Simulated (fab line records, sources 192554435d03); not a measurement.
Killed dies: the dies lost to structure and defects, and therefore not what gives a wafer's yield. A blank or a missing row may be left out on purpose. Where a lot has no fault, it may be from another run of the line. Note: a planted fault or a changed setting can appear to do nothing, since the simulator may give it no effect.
Which tool is to blame?	flow n5Finfet	72 wafers from 24 lots sampled at 6 of the route's 1938 steps

WHAT THE GAUGES READ, wafer by wafer
N5_BEOL_M13_CD_MEAS_17 targets a cd of 190 nm. Usual: 190.3 nm for cdNm, sd 2.1.
lot	measured	on	cdNm (nm)	flag
L075	day 11 06:56	cdSem-02	190.2 192.5 190.7	
L076	day 11 07:29	cdSem-03	191.2 190.8 188.8	
L077	day 11 08:01	cdSem-03	189.2 189.5 189.7	
L074	day 11 20:22	cdSem-01	190.7 187.5 192.1	
L079	day 12 01:58	cdSem-02	190.1 189.1 189.2	
L078	day 12 03:38	cdSem-01	192.7 192.1 192.2	
L080	day 12 08:26	cdSem-01	192.7 193.4 194.6	
L081	day 12 12:10	cdSem-03	191.9 189.6 192.3	
L082	day 12 17:53	cdSem-01	189.9 189.3 189.6	
L083	day 13 09:43	cdSem-02	185.5 190.1 187.3	
L084	day 13 13:11	cdSem-01	190.8 188.4 188.0	
L086	day 13 23:19	cdSem-01	190.7 186.3 186.6	
L085	day 13 23:26	cdSem-02	187.3 188.7 187.1	
L087	day 14 09:11	cdSem-01	189.8 191.2 191.5	
L088	day 14 13:39	cdSem-02	189.5 190.2 195.4	
L089	day 14 14:28	cdSem-01	190.4 191.3 188.4	
L091	day 14 20:43	cdSem-01	193.2 191.2 189.6	
L090	day 15 08:47	cdSem-02	190.7 190.4 191.3	
L092	day 15 09:13	cdSem-02	189.9 187.2 188.4	
L094	day 15 12:59	cdSem-03	191.2 193.9 193.9	
L093	day 15 22:20	cdSem-03	191.9 186.6 194.0	
L095	day 15 22:46	cdSem-01	188.6 190.2 187.3	
L097	day 16 15:10	cdSem-01	191.5 192.4 190.4	
L096	day 16 15:30	cdSem-03	189.6 190.3 191.6	

N5_BEOL_M13_RS_MEAS_54: measures by four-point-probe. Usual: M13_RS gives 0.0454 ohm/sq (standard deviation 0.0011).
lot	measured	on	M13_RS (ohm/sq)	flag
L075	day 11 11:11	filmMetro-01	0.0455 0.0445 0.0464	
L076	day 11 15:17	filmMetro-01	0.0439 0.0445 0.0461	
L077	day 11 12:25	filmMetro-02	0.0440 0.0458 0.0437	
L074	day 12 00:30	filmMetro-01	0.0464 0.0455 0.0441	
L079	day 12 05:46	filmMetro-02	0.0441 0.0459 0.0443	
L078	day 12 08:26	filmMetro-01	0.0450 0.0460 0.0453	
L080	day 12 12:21	filmMetro-02	0.0461 0.0449 0.0442	
L081	day 12 15:37	filmMetro-02	0.0473 0.0442 0.0469	
L082	day 12 23:34	filmMetro-02	0.0445 0.0453 0.0464	
L083	day 13 15:00	filmMetro-01	0.0437 0.0449 0.0461	
L084	day 13 17:20	filmMetro-02	0.0438 0.0464 0.0443	
L086	day 14 05:08	filmMetro-01	0.0436 0.0463 0.0443	
L085	day 14 05:29	filmMetro-02	0.0451 0.0439 0.0451	
L087	day 14 13:02	filmMetro-01	0.0456 0.0462 0.0456	
L088	day 14 20:25	filmMetro-02	0.0451 0.0462 0.0438	
L089	day 14 18:16	filmMetro-02	0.0454 0.0457 0.0462	
L091	day 15 00:09	filmMetro-02	0.0467 0.0457 0.0471	
L090	day 15 12:28	filmMetro-01	0.0453 0.0435 0.0439	
L092	day 15 13:16	filmMetro-02	0.0450 0.0452 0.0447	
L094	day 15 18:44	filmMetro-02	0.0474 0.0467 0.0457	
L093	day 16 01:11	filmMetro-02	0.0454 0.0447 0.0470	
L095	day 16 03:21	filmMetro-01	0.0471 0.0437 0.0471	
L097	day 16 20:11	filmMetro-01	0.0457 0.0450 0.0463	
L096	day 16 20:26	filmMetro-02	0.0464 0.0472 0.0464	

WHAT TOOL EACH LOT RAN ON (gives the tool, then ch and the chambers of the sampled wafers, and finally the start)
lot	N5_BEOL_M13_VIA_ETCH_16	N5_BEOL_M13_ETCH_68	N5_BEOL_M13_DEGAS_41	N5_BEOL_M13_ANNEAL_48
L075	rieDiel-04 ch 1,2,3, day 11 06:30	rieDiel-04 ch 0,1,3, day 11 07:50	pvdSputter-03, day 11 09:50	rtpAnneal-01 ch 0, day 11 10:31
L076	rieDiel-04 ch 1,2,3, day 11 07:02	rieDiel-01 ch 0,2,3, day 11 08:13	pvdSputter-01, day 11 14:00	rtpAnneal-02 ch 0, day 11 14:37
L077	rieDiel-01 ch 0,2,3, day 11 07:35	rieDiel-02 ch 0,2, day 11 08:45	pvdSputter-03, day 11 11:08	rtpAnneal-01 ch 0, day 11 11:41
L074	rieDiel-02 ch 1,2,3, day 11 19:55	rieDiel-02 ch 0,2,3, day 11 21:07	pvdSputter-02, day 11 23:02	rtpAnneal-01 ch 0, day 11 23:44
L079	rieDiel-01 ch 0,2,3, day 12 01:32	rieDiel-02 ch 2,3, day 12 02:42	pvdSputter-03, day 12 03:52	rtpAnneal-02 ch 0, day 12 05:02
L078	rieDiel-04 ch 1,2, day 12 03:11	rieDiel-04 ch 0,1, day 12 04:22	pvdSputter-03, day 12 07:04	rtpAnneal-01 ch 0, day 12 07:43
L080	rieDiel-04 ch 1,2, day 12 07:59	rieDiel-01 ch 0,1,2, day 12 09:09	pvdSputter-02, day 12 10:19	rtpAnneal-02 ch 0, day 12 11:40
L081	rieDiel-04 ch 0,1,2, day 12 11:43	rieDiel-04 ch 0,3, day 12 12:52	pvdSputter-02, day 12 14:18	rtpAnneal-01 ch 0, day 12 14:54
L082	rieDiel-01 ch 0,1,3, day 12 17:26	rieDiel-04 ch 1,2,3, day 12 19:41	pvdSputter-03, day 12 22:20	rtpAnneal-02 ch 0, day 12 22:53
L083	rieDiel-04 ch 0,1,3, day 13 09:14	rieDiel-02 ch 0,2,3, day 13 10:19	pvdSputter-02, day 13 13:46	rtpAnneal-02 ch 0, day 13 14:17
L084	rieDiel-04 ch 0,1,3, day 13 12:44	rieDiel-01 ch 0,2,3, day 13 13:46	pvdSputter-01, day 13 15:07	rtpAnneal-01 ch 0, day 13 16:35
L086	rieDiel-04 ch 0,2,3, day 13 22:52	rieDiel-01 ch 0,2,3, day 14 00:01	pvdSputter-01, day 14 03:45	rtpAnneal-02 ch 0, day 14 04:19
L085	rieDiel-02 ch 2,3, day 13 22:59	rieDiel-02 ch 0,2, day 14 00:30	pvdSputter-01, day 14 04:15	rtpAnneal-02 ch 0, day 14 04:49
L087	rieDiel-02 ch 0,3, day 14 08:43	rieDiel-02 ch 0,1, day 14 09:48	pvdSputter-01, day 14 11:37	rtpAnneal-01 ch 0, day 14 12:19
L088	rieDiel-04 ch 0,2,3, day 14 13:13	rieDiel-02 ch 1,2,3, day 14 14:22	pvdSputter-03, day 14 19:10	rtpAnneal-02 ch 0, day 14 19:49
L089	rieDiel-04 ch 0,1,2, day 14 14:01	rieDiel-02 ch 0,3, day 14 15:04	pvdSputter-02, day 14 16:58	rtpAnneal-01 ch 0, day 14 17:34
L091	rieDiel-04 ch 0,2,3, day 14 20:16	rieDiel-04 ch 0,1,2, day 14 21:19	pvdSputter-01, day 14 22:46	rtpAnneal-02 ch 0, day 14 23:19
L090	rieDiel-02 ch 0,2,3, day 15 08:20	rieDiel-04 ch 1,3, day 15 09:31	pvdSputter-01, day 15 11:14	rtpAnneal-01 ch 0, day 15 11:48
L092	rieDiel-02 ch 0,1,3, day 15 08:46	rieDiel-02 ch 0,3, day 15 09:56	pvdSputter-01, day 15 12:01	rtpAnneal-01 ch 0, day 15 12:35
L094	rieDiel-02 ch 0,1,3, day 15 12:32	rieDiel-04 ch 0,1,2, day 15 13:43	pvdSputter-01, day 15 17:29	rtpAnneal-01 ch 0, day 15 18:03
L093	rieDiel-04 ch 0,1, day 15 21:53	rieDiel-02 ch 0,1,2, day 15 22:55	pvdSputter-02, day 15 23:57	rtpAnneal-01 ch 0, day 16 00:31
L095	rieDiel-04 ch 0,1,3, day 15 22:19	rieDiel-01 ch 0,3, day 15 23:29	pvdSputter-03, day 16 02:07	rtpAnneal-01 ch 0, day 16 02:41
L097	rieDiel-02 ch 1,2,3, day 16 14:43	rieDiel-02 ch 0,1, day 16 15:53	pvdSputter-01, day 16 18:46	rtpAnneal-01 ch 0, day 16 19:32
L096	rieDiel-02 ch 2,3, day 16 15:01	rieDiel-04 ch 0,2, day 16 16:13	pvdSputter-03, day 16 18:52	rtpAnneal-01 ch 0, day 16 19:43
- N5_BEOL_M13_VIA_ETCH_16: etches SiOC in C4F8/O2/Ar, target depth 921.7 nm.
- N5_BEOL_M13_ETCH_68: etches SOC in N2/H2, time 355 s.
- N5_BEOL_M13_DEGAS_41: time 60 s.
- N5_BEOL_M13_ANNEAL_48: time 90 s.

AS READ BY THE TOOLS THEMSELVES (means over the sampled wafers that have a number; for cases with no such wafer, the mark the record gives instead)
N5_BEOL_M13_VIA_ETCH_16. Usual: drypumpMotorCurrentA 5.9 A, standard deviation 0.55; mfcArSccm 400.1 sccm, standard deviation 1.3; oesProductAu 0.69 a.u., standard deviation 0.058; rfVppV 665 V, standard deviation 3.2; showerheadPlenumPTorr 3.40 Torr, standard deviation 0.12; throttleValvePct 24.12 %, standard deviation 0.24.
lot	tool	drypumpMotorCurrentA (A)	mfcArSccm (sccm)	oesProductAu (a.u.)	rfVppV (V)	showerheadPlenumPTorr (Torr)	throttleValvePct (%)	flag
L075	rieDiel-04	5.8	400.2	0.70	664	3.34	24.00	
L076	rieDiel-04	5.8	401.2	0.71	663	3.34	24.02	
L077	rieDiel-01	6.1	398.8	0.70	662	3.31	23.74	
L074	rieDiel-02	5.9	401.5	0.69	667	3.46	24.23	
L079	rieDiel-01	6.1	400.6	0.70	664	3.31	23.75	
L078	rieDiel-04	5.5	401.1	0.68	663	3.32	24.05	
L080	rieDiel-04	5.5	400.3	0.68	664	3.32	24.06	
L081	rieDiel-04	5.6	400.6	0.67	665	3.41	24.17	
L082	rieDiel-01	5.9	400.0	0.71	665	3.38	24.04	
L083	rieDiel-04	5.9	399.6	0.69	666	3.42	24.16	
L084	rieDiel-04	5.9	400.2	0.69	665	3.42	24.16	
L086	rieDiel-04	6.1	400.1	0.65	664	3.34	24.07	
L085	rieDiel-02	6.1	400.2	0.71	669	3.52	24.23	
L087	rieDiel-02	5.7	400.4	0.74	666	3.44	24.30	
L088	rieDiel-04	6.1	399.0	0.65	664	3.34	24.08	
L089	rieDiel-04	5.6	399.5	0.66	665	3.40	24.20	
L091	rieDiel-04	6.2	399.8	0.65	663	3.33	24.07	
L090	rieDiel-02	5.9	400.2	0.72	667	3.47	24.28	
L092	rieDiel-02	5.7	399.4	0.68	666	3.41	24.30	
L094	rieDiel-02	5.6	399.6	0.68	666	3.41	24.31	
L093	rieDiel-04	5.4	400.4	0.68	667	3.48	24.31	
L095	rieDiel-04	6.0	399.9	0.67	665	3.41	24.19	
L097	rieDiel-02	5.9	401.1	0.66	667	3.44	24.28	
L096	rieDiel-02	6.1	400.8	0.69	668	3.51	24.26	

N5_BEOL_M13_ETCH_68. Usual: drypumpMotorCurrentA 5.9 A, standard deviation 0.53; oesProductAu 0.77 a.u., standard deviation 0.069; rfVppV 523.9 V, standard deviation 2.5; showerheadPlenumPTorr 2.54 Torr, standard deviation 0.084; throttleValvePct 17.78 %, standard deviation 0.23.
lot	tool	drypumpMotorCurrentA (A)	oesProductAu (a.u.)	rfVppV (V)	showerheadPlenumPTorr (Torr)	throttleValvePct (%)	flag
L075	rieDiel-04	5.9	0.78	523.7	2.56	17.83	
L076	rieDiel-01	6.1	0.78	522.4	2.47	17.48	
L077	rieDiel-02	6.0	0.88	527.5	2.66	17.64	
L074	rieDiel-02	5.9	0.81	525.6	2.60	17.84	
L079	rieDiel-02	6.1	0.80	526.7	2.62	17.71	
L078	rieDiel-04	5.4	0.79	526.2	2.62	17.98	
L080	rieDiel-01	6.1	0.82	523.0	2.50	17.66	
L081	rieDiel-04	6.3	0.73	524.0	2.57	17.89	
L082	rieDiel-04	5.8	0.77	522.0	2.48	17.73	
L083	rieDiel-02	5.9	0.81	524.9	2.60	17.85	
L084	rieDiel-01	6.1	0.76	522.4	2.47	17.51	
L086	rieDiel-01	6.1	0.76	520.9	2.47	17.51	
L085	rieDiel-02	5.8	0.87	526.3	2.64	17.80	
L087	rieDiel-02	5.5	0.77	523.9	2.56	17.82	
L088	rieDiel-02	5.9	0.74	524.9	2.57	17.81	
L089	rieDiel-02	5.7	0.80	525.4	2.58	18.00	
L091	rieDiel-04	5.6	0.73	523.9	2.55	17.92	
L090	rieDiel-04	6.1	0.77	522.2	2.47	17.72	
L092	rieDiel-02	5.7	0.80	524.5	2.57	18.00	
L094	rieDiel-04	5.6	0.72	523.5	2.55	17.93	
L093	rieDiel-02	5.7	0.79	526.5	2.60	17.77	
L095	rieDiel-01	5.9	0.73	522.4	2.47	17.46	
L097	rieDiel-02	5.5	0.80	524.5	2.58	17.91	
L096	rieDiel-04	5.8	0.69	522.1	2.48	17.85	

N5_BEOL_M13_DEGAS_41. Usual: 326 W for heaterPowerW, sd 32.
lot	tool	heaterPowerW (W)	flag
L075	pvdSputter-03	335	
L076	pvdSputter-01	351	
L077	pvdSputter-03	344	
L074	pvdSputter-02	319	
L079	pvdSputter-03	338	
L078	pvdSputter-03	295	
L080	pvdSputter-02	323	
L081	pvdSputter-02	316	
L082	pvdSputter-03	319	
L083	pvdSputter-02	337	
L084	pvdSputter-01	317	
L086	pvdSputter-01	308	
L085	pvdSputter-01	320	
L087	pvdSputter-01	323	
L088	pvdSputter-03	316	
L089	pvdSputter-02	348	
L091	pvdSputter-01	343	
L090	pvdSputter-01	321	
L092	pvdSputter-01	344	
L094	pvdSputter-01	339	
L093	pvdSputter-02	323	
L095	pvdSputter-03	290	
L097	pvdSputter-01	316	
L096	pvdSputter-03	342	

N5_BEOL_M13_ANNEAL_48. Usual: annealTempC 225.01 C, standard deviation 0.16; wafer_temp_C_max 226.0, standard deviation 0.41.
lot	tool	annealTempC (C)	wafer_temp_C_max	flag
L075	rtpAnneal-01	224.86	226.4	
L076	rtpAnneal-02	225.09	225.6	
L077	rtpAnneal-01	224.87	226.1	
L074	rtpAnneal-01	225.13	226.4	
L079	rtpAnneal-02	225.13	225.5	
L078	rtpAnneal-01	225.01	226.4	
L080	rtpAnneal-02	225.10	225.8	
L081	rtpAnneal-01	224.97	226.1	
L082	rtpAnneal-02	225.05	225.3	
L083	rtpAnneal-02	224.86	225.6	
L084	rtpAnneal-01	224.98	225.9	
L086	rtpAnneal-02	225.14	225.4	
L085	rtpAnneal-02	225.08	225.8	
L087	rtpAnneal-01	224.75	226.3	
L088	rtpAnneal-02	225.01	225.6	
L089	rtpAnneal-01	225.18	226.4	
L091	rtpAnneal-02	224.98	225.8	
L090	rtpAnneal-01	224.75	226.2	
L092	rtpAnneal-01	225.04	226.2	
L094	rtpAnneal-01	225.18	226.7	
L093	rtpAnneal-01	225.02	226.0	
L095	rtpAnneal-01	224.79	226.1	
L097	rtpAnneal-01	224.99	226.4	
L096	rtpAnneal-01	225.18	226.3	

THE ANSWER, worked out from the rows above alone
Rule: take the mean of a lot's wafers that have a number; if it is more than 3 standard deviations from the usual mean, the lot is off. Also off: a lot with no number at a reading for which 4 or more lots have one. Where the step has rows for the other lots, those lots are counted as sound. First the gauges in route order, then the tools' own readings, where a lot's mean is used as printed above. At the first step where some lot is off, the reading lying furthest off is the one used; lots without a number count as furthest.
Nothing can be told from this: no lot is off at any reading shown.

WHAT THE SIMULATOR HAD PUT IN
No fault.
